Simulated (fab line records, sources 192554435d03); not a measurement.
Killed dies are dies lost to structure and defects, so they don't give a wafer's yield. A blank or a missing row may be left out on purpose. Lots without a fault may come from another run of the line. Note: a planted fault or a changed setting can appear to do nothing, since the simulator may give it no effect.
fab line records + flow n5_finfet
record
- lots=11
- wafers=33
- last_day=17
route steps=1938 shown BEOL_M7@1318 BEOL_M8@1332 PASSIVATION@1936
lots untouched by any fault: they come from a run of this same line in which no faults occurred
start_h: hours from the record's opening day to when the first of the lot's shown wafers began + wait_h: time in hours since the lot's previous step + " the same as in the row above + L1.1+2: a row that stands for several wafers + - no value, or no start was given + * or withheld: withheld + < > ~ a bound
route shown NAME@n: a module of which the file shows steps, and the number in the route of the first + usual: mean and standard deviation over wafers with no fault + same: alike in all rows + chamber/n: place in a boat + sites: per-site readings + _std_site: standard deviation across them + _edge_site: mean of outer sites minus mean of inner sites + radius_mm: how far each site lies from the wafer's centre + mask NAME#n: copy n + behind: the tool/chamber that last shaped the wafer + hold: what put the lot on hold/how long, in hours/how the hold closed + device: whichever transistor did not switch (one of n, p or np) + end of line: the same wafers' tests at the end of the route + a step without rows: its recipe alone + killed: count of dies lost to structure and defects at first sort (not the wafer's yield) + map: shows each die of a wafer: x if killed, . if not, _ if none is there
set.NAME: the run value of the setting; set.NAME@STEP: its run value at that earlier step + model.NAME: the simulator's own value behind a step, which no gauge read
route steps across a sampled set of lots; one table per step, one row per wafer
services: when a tool's chamber went out of use (start_h, in hours from the record's first day, below 0 if earlier), for how many hours, and the reason
## steps
# step N5_BEOL_M7_DEGAS_44
# recipe
- ambient=vacuum
- temp_c=250
- time_s=60
# usual
- heater_power_w=314/27
| lot.wafer | tool           | chamber | start_h | wait_h | heater_power_w |
|-----------|----------------|---------|---------|--------|----------------|
| L795.3    | pvd_sputter-03 | -       | 194.72  | 0.3    | 338            |
| L795.4    | "              | -       | "       | "      | 288            |
| L795.5    | "              | -       | "       | "      | 288            |
| L796.1    | pvd_sputter-03 | -       | 202.14  | 0.3    | 284            |
| L796.3    | "              | -       | "       | "      | 287            |
| L796.6    | "              | -       | "       | "      | 325            |
| L797.1    | pvd_sputter-01 | -       | 210.95  | 0.5    | 312            |
| L797.3    | "              | -       | "       | "      | 351            |
| L797.4    | "              | -       | "       | "      | 280            |
| L798.1    | pvd_sputter-01 | -       | 229.37  | 1.7    | 321            |
| L798.3    | "              | -       | "       | "      | 349            |
| L798.6    | "              | -       | "       | "      | 326            |
| L802.1    | pvd_sputter-02 | -       | 245.75  | 0.3    | 310            |
| L802.2    | "              | -       | "       | "      | 332            |
| L802.5    | "              | -       | "       | "      | 285            |
| L804.4    | pvd_sputter-01 | -       | 260.90  | 1.9    | 274            |
| L804.5    | "              | -       | "       | "      | 276            |
| L804.6    | "              | -       | "       | "      | 350            |
| L805.2    | pvd_sputter-01 | -       | 269.67  | 0.3    | 271            |
| L805.4    | "              | -       | "       | "      | 338            |
| L805.5    | "              | -       | "       | "      | 314            |
| L807.1    | pvd_sputter-01 | -       | 271.93  | 0.4    | 328            |
| L807.2    | "              | -       | "       | "      | 273            |
| L807.3    | "              | -       | "       | "      | 315            |
| L812.2    | pvd_sputter-01 | -       | 304.13  | 0.5    | 319            |
| L812.4    | "              | -       | "       | "      | 268            |
| L812.6    | "              | -       | "       | "      | 315            |
| L814.1    | pvd_sputter-01 | -       | 315.19  | 1.3    | 345            |
| L814.4    | "              | -       | "       | "      | 319            |
| L814.6    | "              | -       | "       | "      | 271            |
| L815.1    | pvd_sputter-03 | -       | 316.40  | 0.6    | 285            |
| L815.3    | "              | -       | "       | "      | 335            |
| L815.4    | "              | -       | "       | "      | 312            |
# step N5_BEOL_M7_RS_MEAS_57
# recipe
- thk_meas_gauge=four-point-probe
- reads=Cu_of_BEOL_M7_ECD_50+Co_of_BEOL_M7_CVD_78+TaN_of_BEOL_M7_ALD_77
# usual
- M7_RS=0.282/0.0069
| lot.wafer | tool          | chamber | start_h | wait_h | M7_RS[ohm/sq] |
|-----------|---------------|---------|---------|--------|---------------|
| L795.3    | film_metro-01 | -       | 197.11  | 0.1    | 0.287         |
| L795.4    | "             | -       | "       | "      | 0.292         |
| L795.5    | "             | -       | "       | "      | 0.280         |
| L796.1    | film_metro-02 | -       | 204.18  | 0.1    | 0.278         |
| L796.3    | "             | -       | "       | "      | 0.284         |
| L796.6    | "             | -       | "       | "      | 0.283         |
| L797.1    | film_metro-02 | -       | 213.24  | 0.1    | 0.288         |
| L797.3    | "             | -       | "       | "      | 0.289         |
| L797.4    | "             | -       | "       | "      | 0.290         |
| L798.1    | film_metro-02 | -       | 231.24  | 0.1    | 0.282         |
| L798.3    | "             | -       | "       | "      | 0.292         |
| L798.6    | "             | -       | "       | "      | 0.288         |
| L802.1    | film_metro-02 | -       | 248.43  | 0.1    | 0.290         |
| L802.2    | "             | -       | "       | "      | 0.289         |
| L802.5    | "             | -       | "       | "      | 0.281         |
| L804.4    | film_metro-01 | -       | 262.63  | 0.0    | 0.299         |
| L804.5    | "             | -       | "       | "      | 0.287         |
| L804.6    | "             | -       | "       | "      | 0.282         |
| L805.2    | film_metro-01 | -       | 272.34  | 0.1    | 0.265         |
| L805.4    | "             | -       | "       | "      | 0.271         |
| L805.5    | "             | -       | "       | "      | 0.268         |
| L807.1    | film_metro-01 | -       | 274.55  | 0.1    | 0.281         |
| L807.2    | "             | -       | "       | "      | 0.279         |
| L807.3    | "             | -       | "       | "      | 0.285         |
| L812.2    | film_metro-01 | -       | 306.23  | 0.1    | 0.286         |
| L812.4    | "             | -       | "       | "      | 0.285         |
| L812.6    | "             | -       | "       | "      | 0.285         |
| L814.1    | film_metro-01 | -       | 317.26  | 0.1    | 0.280         |
| L814.4    | "             | -       | "       | "      | 0.286         |
| L814.6    | "             | -       | "       | "      | 0.273         |
| L815.1    | film_metro-01 | -       | 319.89  | 0.1    | 0.279         |
| L815.3    | "             | -       | "       | "      | 0.282         |
| L815.4    | "             | -       | "       | "      | 0.277         |
# step N5_BEOL_M8_ILD_DEP_00
# recipe
- material=SiCOH_lowk
- target_thk_a=1797.5
- temp_c=300
- precursor=DEMS/porogen
- pressure_torr=5
- rf_w=500
- time_s=33.4
# usual
- heater_power_w=344/74
- showerhead_plenum_p_Torr=5.741/0.013
- susceptor_temp_C=300.02/0.19
- throttle_valve_pct=13.4/0.78
| lot.wafer | tool     | chamber | start_h | wait_h | heater_power_w | showerhead_plenum_p_Torr | susceptor_temp_C | throttle_valve_pct |
|-----------|----------|---------|---------|--------|----------------|--------------------------|------------------|--------------------|
| L795.3    | pecvd-01 | 2       | 197.17  | 0.0    | 279            | 5.737                    | 300.30           | 12.5               |
| L795.4    | "        | 0       | "       | "      | 319            | 5.747                    | 299.85           | 14.9               |
| L795.5    | "        | 2       | "       | "      | 282            | 5.745                    | 300.55           | 12.3               |
| L796.1    | pecvd-01 | 0       | 204.24  | 0.0    | 311            | 5.757                    | 300.02           | 14.8               |
| L796.3    | "        | 1       | "       | "      | 221            | 5.737                    | 300.00           | 14.4               |
| L796.6    | "        | 1       | "       | "      | 231            | 5.750                    | 300.16           | 14.3               |
| L797.1    | pecvd-01 | 2       | 213.30  | 0.0    | 324            | 5.738                    | 300.12           | 12.2               |
| L797.3    | "        | 1       | "       | "      | 258            | 5.741                    | 299.76           | 14.3               |
| L797.4    | "        | 1       | "       | "      | 263            | 5.745                    | 299.93           | 14.3               |
| L798.1    | pecvd-04 | 0       | 231.31  | 0.0    | 341            | 5.749                    | 300.11           | 12.7               |
| L798.3    | "        | 1       | "       | "      | 408            | 5.732                    | 300.39           | 13.3               |
| L798.6    | "        | 1       | "       | "      | 430            | 5.723                    | 300.07           | 13.6               |
| L802.1    | pecvd-02 | 0       | 248.49  | 0.0    | 302            | 5.739                    | 300.04           | 13.8               |
| L802.2    | "        | 2       | "       | "      | 234            | 5.744                    | 299.91           | 12.8               |
| L802.5    | "        | 0       | "       | "      | 299            | 5.744                    | 299.96           | 13.9               |
| L804.4    | pecvd-01 | 1       | 262.71  | 0.1    | 253            | 5.742                    | 300.04           | 14.7               |
| L804.5    | "        | 0       | "       | "      | 286            | 5.763                    | 300.39           | 14.5               |
| L804.6    | "        | 2       | "       | "      | 325            | 5.747                    | 300.28           | 12.5               |
| L805.2    | pecvd-04 | 1       | 272.40  | 0.0    | 468            | 5.717                    | 300.01           | 13.8               |
| L805.4    | "        | 0       | "       | "      | 389            | 5.749                    | 300.13           | 12.7               |
| L805.5    | "        | 2       | "       | "      | 402            | 5.720                    | 299.87           | 12.7               |
| L807.1    | pecvd-01 | 1       | 274.61  | 0.0    | 206            | 5.731                    | 299.87           | 14.2               |
| L807.2    | "        | 2       | "       | "      | 271            | 5.748                    | 299.93           | 12.5               |
| L807.3    | "        | 0       | "       | "      | 307            | 5.741                    | 299.94           | 14.8               |
| L812.2    | pecvd-04 | 0       | 306.31  | 0.1    | 315            | 5.746                    | 279.58           | 12.5               |
| L812.4    | "        | 1       | "       | "      | 371            | 5.719                    | 280.15           | 13.4               |
| L812.6    | "        | 2       | "       | "      | 260            | 5.738                    | 280.24           | 12.6               |
| L814.1    | pecvd-04 | 1       | 317.32  | 0.0    | 353            | 5.719                    | 279.86           | 13.5               |
| L814.4    | "        | 2       | "       | "      | 311            | 5.734                    | 279.96           | 12.5               |
| L814.6    | "        | 1       | "       | "      | 335            | 5.720                    | 280.04           | 13.2               |
| L815.1    | pecvd-02 | 2       | 319.95  | 0.0    | 211            | 5.747                    | 299.82           | 12.7               |
| L815.3    | "        | 0       | "       | "      | 291            | 5.748                    | 299.99           | 13.7               |
| L815.4    | "        | 1       | "       | "      | 311            | 5.742                    | 299.77           | 13.9               |
# step N5_BEOL_M8_THK_MEAS_01
# recipe
- reads=SiCOH_lowk_of_BEOL_M8_ILD_DEP_00
# usual
- M8_ILD_THK=154.4/1.8
| lot.wafer | tool          | chamber | start_h | wait_h | M8_ILD_THK[nm] |
|-----------|---------------|---------|---------|--------|----------------|
| L795.3    | film_metro-01 | -       | 198.26  | 0.5    | 156.8          |
| L795.4    | "             | -       | "       | "      | 154.8          |
| L795.5    | "             | -       | "       | "      | 155.4          |
| L796.1    | film_metro-01 | -       | 205.63  | 0.8    | 152.6          |
| L796.3    | "             | -       | "       | "      | 153.4          |
| L796.6    | "             | -       | "       | "      | 154.8          |
| L797.1    | film_metro-01 | -       | 213.99  | 0.4    | 151.6          |
| L797.3    | "             | -       | "       | "      | 152.0          |
| L797.4    | "             | -       | "       | "      | 153.9          |
| L798.1    | film_metro-02 | -       | 231.91  | 0.4    | 152.6          |
| L798.3    | "             | -       | "       | "      | 152.2          |
| L798.6    | "             | -       | "       | "      | 155.0          |
| L802.1    | film_metro-01 | -       | 249.07  | 0.4    | 155.3          |
| L802.2    | "             | -       | "       | "      | 152.2          |
| L802.5    | "             | -       | "       | "      | 156.2          |
| L804.4    | film_metro-02 | -       | 263.27  | 0.2    | 155.8          |
| L804.5    | "             | -       | "       | "      | 157.3          |
| L804.6    | "             | -       | "       | "      | 157.1          |
| L805.2    | film_metro-01 | -       | 272.98  | 0.4    | 152.5          |
| L805.4    | "             | -       | "       | "      | 154.6          |
| L805.5    | "             | -       | "       | "      | 157.3          |
| L807.1    | film_metro-02 | -       | 275.19  | 0.4    | 153.7          |
| L807.2    | "             | -       | "       | "      | 151.4          |
| L807.3    | "             | -       | "       | "      | 151.4          |
| L812.2    | film_metro-02 | -       | 307.37  | 0.7    | 173.9          |
| L812.4    | "             | -       | "       | "      | 176.3          |
| L812.6    | "             | -       | "       | "      | 178.2          |
| L814.1    | film_metro-01 | -       | 318.38  | 0.8    | 174.1          |
| L814.4    | "             | -       | "       | "      | 176.9          |
| L814.6    | "             | -       | "       | "      | 175.6          |
| L815.1    | film_metro-02 | -       | 321.00  | 0.8    | 153.9          |
| L815.3    | "             | -       | "       | "      | 154.9          |
| L815.4    | "             | -       | "       | "      | 156.0          |
# step N5_BEOL_M8_HM_DEP_02
# recipe
- material=TiN
- target_thk_a=200
- temp_c=25
- chamber_pressure_pa=0.49996
# usual
- susceptor_temp_C=25.01/0.1
- throttle_valve_pct=29.9/0.82
| lot.wafer | tool           | chamber | start_h | wait_h | susceptor_temp_C | throttle_valve_pct |
|-----------|----------------|---------|---------|--------|------------------|--------------------|
| L795.3    | pvd_sputter-02 | -       | 198.75  | 0.4    | 24.78            | 28.9               |
| L795.4    | "              | -       | "       | "      | 24.90            | 28.7               |
| L795.5    | "              | -       | "       | "      | 24.91            | 28.9               |
| L796.1    | pvd_sputter-03 | -       | 209.60  | 3.9    | 24.99            | 29.8               |
| L796.3    | "              | -       | "       | "      | 24.93            | 30.7               |
| L796.6    | "              | -       | "       | "      | 24.88            | 30.3               |
| L797.1    | pvd_sputter-01 | -       | 217.58  | 3.5    | 25.13            | 29.0               |
| L797.3    | "              | -       | "       | "      | 25.02            | 31.8               |
| L797.4    | "              | -       | "       | "      | 24.91            | 30.2               |
| L798.1    | pvd_sputter-01 | -       | 233.47  | 1.5    | 25.05            | 30.4               |
| L798.3    | "              | -       | "       | "      | 25.14            | 29.2               |
| L798.6    | "              | -       | "       | "      | 25.01            | 30.1               |
| L802.1    | pvd_sputter-03 | -       | 251.11  | 2.0    | 24.85            | 30.2               |
| L802.2    | "              | -       | "       | "      | 24.99            | 29.9               |
| L802.5    | "              | -       | "       | "      | 25.06            | 29.9               |
| L804.4    | pvd_sputter-03 | -       | 264.75  | 1.4    | 25.00            | 29.8               |
| L804.5    | "              | -       | "       | "      | 25.04            | 30.0               |
| L804.6    | "              | -       | "       | "      | 25.05            | 30.5               |
| L805.2    | pvd_sputter-02 | -       | 274.07  | 1.0    | 25.13            | 28.9               |
| L805.4    | "              | -       | "       | "      | 24.87            | 29.5               |
| L805.5    | "              | -       | "       | "      | 25.13            | 28.7               |
| L807.1    | pvd_sputter-02 | -       | 278.57  | 3.3    | 24.93            | 28.7               |
| L807.2    | "              | -       | "       | "      | 24.82            | 29.0               |
| L807.3    | "              | -       | "       | "      | 25.15            | 28.7               |
| L812.2    | pvd_sputter-01 | -       | 309.18  | 1.8    | 24.96            | 31.8               |
| L812.4    | "              | -       | "       | "      | 25.17            | 30.6               |
| L812.6    | "              | -       | "       | "      | 25.11            | 29.1               |
| L814.1    | pvd_sputter-03 | -       | 319.20  | 0.8    | 24.95            | 30.5               |
| L814.4    | "              | -       | "       | "      | 24.97            | 29.9               |
| L814.6    | "              | -       | "       | "      | 25.05            | 30.2               |
| L815.1    | pvd_sputter-02 | -       | 323.56  | 2.5    | 25.00            | 28.9               |
| L815.3    | "              | -       | "       | "      | 25.14            | 29.0               |
| L815.4    | "              | -       | "       | "      | 24.91            | 29.2               |
# step N5_PASSIVATION_PROBE_49
# usual
- defect_limited_yield=91.7/1.5
- killed_at_M0_to_M3=30/8.6
- killed_at_M4_up=12/4.5
- killed_at_contacts=13/5.8
- killed_at_front_end=38/11
- killed_at_other=4/3
- killed_dies=97/17
- killed_open=63/12
- killed_short=32/8.8
- sort_bin_5_function=4.8/0.91
- sort_bin_6_memory=3.1/0.68
- sort_n_pass=1083/17
- sort_yield_pct=91.7/1.5
# same
- gross_dies=1180
- killed_at_back_side=0
- sort_bin_4_leakage[%]=0
- sort_bin_8_speed[%]=0
| lot.wafer | tool      | chamber | start_h | wait_h | defect_limited_yield[%] | killed_at_M0_to_M3 | killed_at_M4_up | killed_at_contacts | killed_at_front_end | killed_at_other | killed_dies | killed_open | killed_short | sort_bin_5_function[%] | sort_bin_6_memory[%] | sort_n_pass | sort_yield_pct[%] |
|-----------|-----------|---------|---------|--------|-------------------------|--------------------|-----------------|--------------------|---------------------|-----------------|-------------|-------------|--------------|------------------------|----------------------|-------------|-------------------|
| L795.3    | prober-01 | -       | 275.29  | 0.1    | 92.0                    | 26                 | 11              | 13                 | 43                  | 1               | 94          | 69          | 22           | 4.7                    | 3.2                  | 1086        | 92.0              |
| L795.4    | prober-01 | -       | 275.34  | 0.2    | 89.1                    | 34                 | 9               | 21                 | 57                  | 8               | 129         | 94          | 34           | 6.2                    | 4.0                  | 1051        | 89.1              |
| L795.5    | prober-01 | -       | 275.39  | 0.2    | 89.7                    | 34                 | 9               | 18                 | 52                  | 8               | 121         | 75          | 45           | 6.5                    | 3.2                  | 1059        | 89.7              |
| L797.1    | prober-01 | -       | 294.22  | 0.0    | 90.4                    | 36                 | 12              | 5                  | 53                  | 7               | 113         | 79          | 31           | 6.0                    | 3.4                  | 1067        | 90.4              |
| L797.3    | prober-01 | -       | 294.32  | 0.1    | 91.9                    | 23                 | 16              | 12                 | 37                  | 8               | 96          | 60          | 34           | 4.0                    | 3.5                  | 1084        | 91.9              |
| L797.4    | prober-01 | -       | 294.37  | 0.2    | 92.4                    | 31                 | 9               | 7                  | 32                  | 11              | 90          | 56          | 31           | 4.6                    | 2.6                  | 1090        | 92.4              |
| L798.1    | prober-02 | -       | 302.16  | 0.0    | 94.0                    | 16                 | 6               | 4                  | 41                  | 4               | 71          | 47          | 22           | 4.0                    | 1.7                  | 1109        | 94.0              |
| L798.3    | prober-02 | -       | 302.26  | 0.1    | 91.2                    | 28                 | 14              | 11                 | 48                  | 3               | 104         | 68          | 33           | 5.8                    | 2.7                  | 1076        | 91.2              |
| L798.6    | prober-02 | -       | 302.41  | 0.3    | 88.9                    | 48                 | 19              | 9                  | 44                  | 11              | 131         | 90          | 39           | 6.1                    | 4.4                  | 1049        | 88.9              |
| L804.4    | prober-01 | -       | 336.44  | 0.2    | 91.1                    | 43                 | 18              | 15                 | 28                  | 1               | 105         | 73          | 31           | 5.6                    | 2.8                  | 1075        | 91.1              |
| L804.5    | prober-01 | -       | 336.49  | 0.2    | 89.7                    | 42                 | 16              | 28                 | 33                  | 3               | 122         | 78          | 40           | 6.0                    | 3.6                  | 1058        | 89.7              |
| L804.6    | prober-01 | -       | 336.54  | 0.3    | 93.4                    | 23                 | 12              | 10                 | 32                  | 1               | 78          | 51          | 26           | 3.6                    | 2.9                  | 1102        | 93.4              |
| L805.2    | prober-01 | -       | 343.90  | 0.1    | 91.6                    | 45                 | 8               | 18                 | 28                  | 0               | 99          | 64          | 35           | 4.6                    | 3.4                  | 1081        | 91.6              |
| L805.4    | prober-01 | -       | 344.00  | 0.2    | 89.5                    | 43                 | 18              | 14                 | 47                  | 2               | 124         | 77          | 46           | 5.3                    | 4.7                  | 1056        | 89.5              |
| L805.5    | prober-01 | -       | 344.05  | 0.2    | 90.0                    | 38                 | 8               | 12                 | 60                  | 0               | 118         | 68          | 48           | 5.9                    | 3.9                  | 1062        | 90.0              |
| L812.2    | prober-02 | -       | 385.17  | 0.1    | 91.0                    | 40                 | 19              | 11                 | 36                  | 0               | 106         | 78          | 28           | 4.8                    | 3.8                  | 1074        | 91.0              |
| L812.4    | prober-02 | -       | 385.27  | 0.2    | 89.6                    | 47                 | 12              | 8                  | 47                  | 9               | 123         | 90          | 32           | 6.2                    | 3.9                  | 1057        | 89.6              |
| L812.6    | prober-02 | -       | 385.37  | 0.3    | 90.6                    | 24                 | 20              | 3                  | 60                  | 4               | 111         | 75          | 34           | 5.1                    | 3.8                  | 1069        | 90.6              |
| L814.1    | prober-02 | -       | 391.01  | 0.0    | 89.5                    | 55                 | 8               | 6                  | 52                  | 3               | 124         | 81          | 39           | 5.8                    | 4.2                  | 1056        | 89.5              |
| L814.4    | prober-02 | -       | 391.16  | 0.2    | 91.9                    | 33                 | 9               | 7                  | 43                  | 4               | 96          | 58          | 36           | 5.0                    | 3.1                  | 1084        | 91.9              |
| L814.6    | prober-02 | -       | 391.26  | 0.3    | 92.5                    | 33                 | 7               | 8                  | 37                  | 4               | 89          | 47          | 39           | 3.9                    | 3.6                  | 1091        | 92.5              |
| L815.1    | prober-01 | -       | 399.18  | 0.0    | 93.2                    | 34                 | 10              | 6                  | 30                  | 0               | 80          | 64          | 15           | 4.2                    | 2.5                  | 1100        | 93.2              |
| L815.3    | prober-01 | -       | 399.28  | 0.1    | 93.6                    | 27                 | 8               | 9                  | 31                  | 1               | 76          | 47          | 27           | 3.9                    | 2.3                  | 1104        | 93.6              |
| L815.4    | prober-01 | -       | 399.33  | 0.2    | 93.6                    | 20                 | 17              | 21                 | 16                  | 2               | 76          | 49          | 24           | 3.7                    | 2.6                  | 1104        | 93.6              |
# killed by level:class
L795.3 STI_FIN_REVEAL:geometric_particle:open=21 BEOL_M0_SAQP:geometric_particle:open=8 MOL_CONTACT_COAG:geometric_particle:open=8 BEOL_M3:geometric_particle:open=8 BEOL_M4:geometric_particle:open=7 GATE_CUT:geometric_particle:short=6 BEOL_M0_SAQP:geometric_particle:short=5 MOL_CONTACT_COAG:geometric_particle:short=5
L795.4 STI_FIN_REVEAL:geometric_particle:open=37 MOL_CONTACT_COAG:geometric_particle:open=19 BEOL_M0_SAQP:geometric_particle:short=10 BEOL_M0_SAQP:geometric_particle:open=7 STI_FIN_REVEAL:geometric_particle:short=6 BEOL_M2:geometric_particle:open=5 BEOL_M4:geometric_particle:open=5 FIN_SAQP:geometric_particle:open=3
L795.5 STI_FIN_REVEAL:geometric_particle:open=18 MOL_CONTACT_COAG:geometric_particle:open=14 BEOL_M0_SAQP:geometric_particle:open=12 BEOL_M0_SAQP:geometric_particle:short=7 BEOL_M2:geometric_particle:open=6 GATE_CUT:geometric_particle:short=6 FIN_SAQP:geometric_particle:short=5 PASS1_CAP:geometric_particle:short=5
L797.1 STI_FIN_REVEAL:geometric_particle:open=12 BEOL_M1:geometric_particle:open=9 FIN_SAQP:geometric_particle:short=7 DUMMY_GATE:geometric_particle:open=7 BEOL_M2:geometric_particle:open=7 BEOL_M3:geometric_particle:open=6 FIN_SAQP:geometric_particle:open=5 MOL_CONTACT_COAG:geometric_particle:open=5
L797.3 MOL_CONTACT_COAG:geometric_particle:open=10 FIN_SAQP:geometric_particle:open=7 BEOL_M1:geometric_particle:open=7 STI_FIN_REVEAL:geometric_particle:open=6 DUMMY_GATE:geometric_particle:open=5 BEOL_M0_SAQP:geometric_particle:short=5 BEOL_M7:geometric_particle:open=5 STARTING-WAFER:geometric_particle:short=5
L797.4 STI_FIN_REVEAL:geometric_particle:open=13 BEOL_M0_SAQP:geometric_particle:short=8 BEOL_M3:geometric_particle:open=6 MIM_BOT:geometric_particle:short=6 FIN_SAQP:geometric_particle:open=5 MOL_CONTACT_COAG:geometric_particle:open=5 BEOL_M0_SAQP:geometric_particle:open=5 BEOL_M1:geometric_particle:open=5
L798.1 FIN_SAQP:geometric_particle:short=10 FIN_SAQP:geometric_particle:open=7 STI_FIN_REVEAL:geometric_particle:open=5 MOL_CONTACT_COAG:geometric_particle:open=4 BEOL_M0_SAQP:geometric_particle:open=4 BEOL_M3:geometric_particle:open=4 DUMMY_GATE:geometric_particle:open=3 BEOL_M1:geometric_particle:open=3
L798.3 STI_FIN_REVEAL:geometric_particle:open=11 MOL_CONTACT_COAG:geometric_particle:open=9 FIN_SAQP:geometric_particle:short=8 BEOL_M4:geometric_particle:open=8 BEOL_M2:geometric_particle:open=7 FIN_SAQP:geometric_particle:open=6 DUMMY_GATE:geometric_particle:open=6 BEOL_M1:geometric_particle:open=5
L798.6 BEOL_M0_SAQP:geometric_particle:open=12 BEOL_M3:geometric_particle:open=12 STI_FIN_REVEAL:geometric_particle:open=9 MOL_CONTACT_COAG:geometric_particle:open=9 BEOL_M0_SAQP:geometric_particle:short=9 FIN_SAQP:geometric_particle:open=7 BEOL_M4:geometric_particle:open=7 BEOL_M1:geometric_particle:open=6
L804.4 MOL_CONTACT_COAG:geometric_particle:open=13 BEOL_M2:geometric_particle:open=10 BEOL_M4:geometric_particle:open=10 BEOL_M0_SAQP:geometric_particle:short=9 BEOL_M1:geometric_particle:open=8 BEOL_M0_SAQP:geometric_particle:open=6 STI_FIN_REVEAL:geometric_particle:open=5 FIN_SAQP:geometric_particle:short=4
L804.5 MOL_CONTACT_COAG:geometric_particle:open=22 STI_FIN_REVEAL:geometric_particle:open=9 BEOL_M0_SAQP:geometric_particle:open=9 BEOL_M4:geometric_particle:open=9 BEOL_M0_SAQP:geometric_particle:short=8 BEOL_M3:geometric_particle:open=8 MOL_CONTACT_COAG:geometric_particle:short=6 BEOL_M2:geometric_particle:short=5
L804.6 MOL_CONTACT_COAG:geometric_particle:open=8 STI_FIN_REVEAL:geometric_particle:open=7 BEOL_M4:geometric_particle:open=5 FIN_SAQP:geometric_particle:open=4 FIN_SAQP:geometric_particle:short=4 BEOL_M2:geometric_particle:open=4 BEOL_M0_SAQP:geometric_particle:short=4 DUMMY_GATE:geometric_particle:open=3
L805.2 MOL_CONTACT_COAG:geometric_particle:open=15 FIN_SAQP:geometric_particle:short=13 BEOL_M0_SAQP:geometric_particle:open=9 BEOL_M2:geometric_particle:open=8 BEOL_M2:geometric_particle:short=7 BEOL_M1:geometric_particle:open=6 BEOL_M3:geometric_particle:open=6 FIN_SAQP:geometric_particle:open=4
L805.4 FIN_SAQP:geometric_particle:short=20 BEOL_M2:geometric_particle:open=15 FIN_SAQP:geometric_particle:open=12 MOL_CONTACT_COAG:geometric_particle:open=12 BEOL_M2:geometric_particle:short=6 BEOL_M0_SAQP:geometric_particle:open=5 BEOL_M3:geometric_particle:open=5 BEOL_M4:geometric_particle:open=5
L805.5 FIN_SAQP:geometric_particle:short=25 FIN_SAQP:geometric_particle:open=13 MOL_CONTACT_COAG:geometric_particle:open=11 BEOL_M0_SAQP:geometric_particle:short=8 BEOL_M2:geometric_particle:open=8 BEOL_M3:geometric_particle:open=7 BEOL_M0_SAQP:geometric_particle:open=6 STI_FIN_REVEAL:geometric_particle:open=4
L812.2 BEOL_M3:geometric_particle:open=16 BEOL_M4:geometric_particle:open=13 STI_FIN_REVEAL:geometric_particle:open=11 MOL_CONTACT_COAG:geometric_particle:open=10 BEOL_M0_SAQP:geometric_particle:open=10 BEOL_M0_SAQP:geometric_particle:short=8 FIN_SAQP:geometric_particle:short=4 ILD0:geometric_particle:open=4
L812.4 STI_FIN_REVEAL:geometric_particle:open=13 BEOL_M0_SAQP:geometric_particle:open=11 BEOL_M2:geometric_particle:open=8 BEOL_M3:geometric_particle:open=8 FIN_SAQP:geometric_particle:open=7 ILD0:geometric_particle:open=7 ILD0:geometric_particle:short=7 MOL_CONTACT_COAG:geometric_particle:open=7
L812.6 FIN_SAQP:geometric_particle:open=25 BEOL_M4:geometric_particle:open=10 FIN_SAQP:geometric_particle:short=8 STI_FIN_REVEAL:geometric_particle:open=7 BEOL_M0_SAQP:geometric_particle:short=6 BEOL_M1:geometric_particle:open=5 DUMMY_GATE:geometric_particle:open=4 BEOL_M0_SAQP:geometric_particle:open=4
L814.1 STI_FIN_REVEAL:geometric_particle:open=17 BEOL_M0_SAQP:geometric_particle:open=15 BEOL_M1:geometric_particle:open=9 BEOL_M3:geometric_particle:open=9 FIN_SAQP:geometric_particle:short=7 BEOL_M3:geometric_particle:short=7 BEOL_M0_SAQP:geometric_particle:short=7 FIN_SAQP:geometric_particle:open=6
L814.4 STI_FIN_REVEAL:geometric_particle:open=18 BEOL_M0_SAQP:geometric_particle:short=12 GATE_CUT:geometric_particle:short=8 BEOL_M0_SAQP:geometric_particle:open=6 MOL_CONTACT_COAG:geometric_particle:open=6 STI_FIN_REVEAL:geometric_particle:short=5 BEOL_M2:geometric_particle:open=5 BEOL_M0:geometric_particle:open=4
L814.6 FIN_SAQP:geometric_particle:short=13 BEOL_M3:geometric_particle:open=9 FIN_SAQP:geometric_particle:open=7 GATE_CUT:geometric_particle:short=7 BEOL_M2:geometric_particle:open=7 MOL_CONTACT_COAG:geometric_particle:open=6 BEOL_M0_SAQP:geometric_particle:open=6 BEOL_M0_SAQP:geometric_particle:short=5
L815.1 BEOL_M0_SAQP:geometric_particle:open=14 STI_FIN_REVEAL:geometric_particle:open=12 BEOL_M2:geometric_particle:open=10 MOL_CONTACT_COAG:geometric_particle:open=5 DUMMY_GATE:geometric_particle:open=5 BEOL_M4:geometric_particle:open=5 GATE_CUT:geometric_particle:open=3 BEOL_M0_SAQP:geometric_particle:short=3
L815.3 BEOL_M0_SAQP:geometric_particle:short=11 MOL_CONTACT_COAG:geometric_particle:open=8 BEOL_M4:geometric_particle:open=7 BEOL_M0_SAQP:geometric_particle:open=6 FIN_SAQP:geometric_particle:short=4 STI_FIN_REVEAL:geometric_particle:open=4 STI_FIN_REVEAL:geometric_particle:short=4 DUMMY_GATE:geometric_particle:open=4
L815.4 MOL_CONTACT_COAG:geometric_particle:open=15 MOL_CONTACT_COAG:geometric_particle:short=6 BEOL_M0_SAQP:geometric_particle:open=6 BEOL_M2:geometric_particle:open=6 BEOL_M4:geometric_particle:open=6 STI_FIN_REVEAL:geometric_particle:open=4 BEOL_M0_SAQP:geometric_particle:short=4 BEOL_M8:geometric_particle:open=4
## services
| tool     | chamber | start_h | hours | kind                          |
|----------|---------|---------|-------|-------------------------------|
| pecvd-02 | -       | 181.36  | 28.1  | pm                            |
| pecvd-04 | -       | 181.78  | 1.6   | repair                        |
| pecvd-04 | 2       | 202.47  | -     | clean                         |
| pecvd-04 | 2       | 202.47  | -     | consumable_replace:showerhead |
| pecvd-04 | 2       | 202.47  | 29.0  | scheduled_down                |
| pecvd-04 | 2       | 202.47  | 29.0  | vent_cycle                    |
| pecvd-01 | 0       | 229.86  | 2.1   | scheduled_down                |
| pecvd-01 | -       | 232.63  | 14.6  | pm                            |
| pecvd-02 | 2       | 260.86  | -     | calibration                   |
## key
first_sign
- step=N5_BEOL_M8_ILD_DEP_00
- reading=susceptor_temp_C
- direction=down
- sigmas=99+
- usual=*
- struck=*
effect
- step=N5_BEOL_M8_THK_MEAS_01
- reading=M8_ILD_THK
- direction=up
- sigmas=12
- usual=154.4
- struck=175.8
met_at N5_BEOL_M8_ILD_DEP_00
struck_lots L812,L814
not_acting_at N5_BEOL_M7_DEGAS_44,N5_BEOL_M7_RS_MEAS_57,N5_BEOL_M8_HM_DEP_02
onset_between 272.40 306.31
fault
- kind=process_parameter_drift
- tool=pecvd-04
- chamber=-
- onset_h=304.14
- steps=N5_BEOL_M8_ILD_DEP_00
- channel=temp_c
- offset=*
- shape=step
- end_h=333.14
- acts_in=*
- stated=*
